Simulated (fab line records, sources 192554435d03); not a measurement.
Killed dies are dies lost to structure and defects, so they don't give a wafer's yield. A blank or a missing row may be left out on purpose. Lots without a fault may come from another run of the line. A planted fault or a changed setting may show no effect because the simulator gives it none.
Split-lot experiment | flow n5_finfet | 7 lots, 21 wafers read, on a route of 1938 steps

THE SPLIT
At N5_BEOL_M0_SAQP_COAT_69 (time 60 s, resist thk 90 nm), the setting spin_rpm was moved away from the recipe's 1500 rpm on 4 of the 21 wafers read, by -6.2% to +9.9%. The other wafers ran this setting at the recipe's value.

FROM THE SPLIT TO THE READING: what the file shows between them, 4 steps
- N5_BEOL_M0_SAQP_COAT_72: time 60 s, resist thk 15 nm
- N5_BEOL_M0_SAQP_COAT_87: time 60 s, resist thk 5 nm
- N5_BEOL_M0_CUTY_DESCUM_61: chemistry O2, time 7.9 s
- N5_BEOL_M0_CUTY_ETCH_62: etches SiARC in CF4, time 58.5 s

THE READING
etch.depth_nm (the simulator's own value, which no gauge read), in nm, at N5_BEOL_M0_CUTY_ETCH_63 (etches SOC in N2/H2, target depth 82.7 nm, overetch 16.5 nm, time 124 s). The file gives no usual value for it. The 17 wafers here that ran the recipe average 70.86 nm, standard deviation 0.26 nm.

wafer  | tool, chamber at the split | spin_rpm as run, rpm | against the recipe | etch.depth_nm, nm | against lot-mates on the recipe
L074.3 | litho_track-05, 0          | 1500                 | recipe             | 70.38             | -
L074.4 | litho_track-05, 0          | 1500                 | recipe             | 70.65             | -
L074.6 | litho_track-05, 0          | 1500                 | recipe             | 70.9              | -
L077.1 | litho_track-01, 0          | 1500                 | recipe             | 70.91             | -
L077.2 | litho_track-01, 0          | 1500                 | recipe             | 70.98             | -
L077.5 | litho_track-01, 0          | 1407                 | -6.2%              | 73.9              | +2.96
L078.3 | litho_track-02, 0          | 1500                 | recipe             | 71.22             | -
L078.5 | litho_track-02, 0          | 1500                 | recipe             | 71.11             | -
L078.6 | litho_track-02, 0          | 1500                 | recipe             | 71.31             | -
L081.1 | litho_track-02, 0          | 1500                 | recipe             | 70.8              | -
L081.2 | litho_track-02, 0          | 1500                 | recipe             | 70.84             | -
L081.4 | litho_track-02, 0          | 1500                 | recipe             | 71.11             | -
L082.4 | litho_track-01, 0          | 1450                 | -3.3%              | 72.2              | +1.45
L082.5 | litho_track-01, 0          | 1500                 | recipe             | 70.81             | -
L082.6 | litho_track-01, 0          | 1500                 | recipe             | 70.69             | -
L084.2 | litho_track-02, 0          | 1500                 | recipe             | 70.36             | -
L084.5 | litho_track-02, 0          | 1649                 | +9.9%              | 66.3              | -4.06
L084.6 | litho_track-02, 0          | 1649                 | +9.9%              | 66.21             | -4.15
L095.1 | litho_track-02, 0          | 1500                 | recipe             | 71.14             | -
L095.2 | litho_track-02, 0          | 1500                 | recipe             | 70.83             | -
L095.3 | litho_track-02, 0          | 1500                 | recipe             | 70.6              | -

THE FIT
A straight line over all 21 wafers: etch.depth_nm changes by -0.465 nm for each +1% of spin_rpm; r = -0.99; the points scatter about the line by 0.26 nm.
The same after taking each lot's own level away (the mean of its wafers on the recipe; 21 wafers): -0.425 nm for each +1%; r = -0.99; scatter 0.16 nm.
On that fit, the largest move of spin_rpm shifts the reading by 4.2 nm.
The lots' own levels span 70.360 to 71.213 nm, that is 3.2 times the standard deviation above.
So the lot-to-lot level changes the slope little: the two slopes agree.
Check: with one of the wafers moved furthest among these (+9.9%) left out of the fit, the line predicts -4.29 nm for it against its lot-mates. It came out at -4.06 nm against them.

OTHER SPLITS ON THESE WAFERS
These wafers also went through other splits before the reading. Each is held against what the fit with the lots' levels taken away leaves over:
other split on the same wafers        | wafers away from the commonest value | r with etch.depth_nm (lot level and that fit taken away)
N5_SDB_COAT_03 spin_rpm               | 7                                    | -0.32
N5_SDB_ETCH_25 time_s                 | 11                                   | -0.06
N5_GATE_CUT_ETCH_58 time_s            | 4                                    | +0.21
N5_GATE_CUT_DESCUM_18 time_s          | 6                                    | -0.11
N5_MOL_CONTACT_COAG_ALD_27 ald_cycles | 8                                    | +0.22
N5_MOL_CONTACT_COAG_ETCH_67 source_w  | 6                                    | +0.14

THE WHOLE CHAIN: every reading that the file lists as answering this split, in the file's order
step                    | what it does                                                            | reading                                                                             | change (the file's fit)               | r (the file's)
N5_BEOL_M0_SAQP_COAT_69 | time 60 s, resist thk 90 nm                                             | SOC_of_BEOL_M0_SAQP_COAT_69.thk_nm (the simulator's own value, which no gauge read) | -0.435 nm for each +1% of the setting | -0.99
N5_BEOL_M0_CUTY_ETCH_63 | etches SOC in N2/H2, target depth 82.7 nm, overetch 16.5 nm, time 124 s | etch.depth_nm (the simulator's own value, which no gauge read)                      | -0.431 nm for each +1% of the setting | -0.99

THE FILE'S OWN FIT
etch.depth_nm changes by -0.431 nm for each +1% of spin_rpm, r = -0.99.
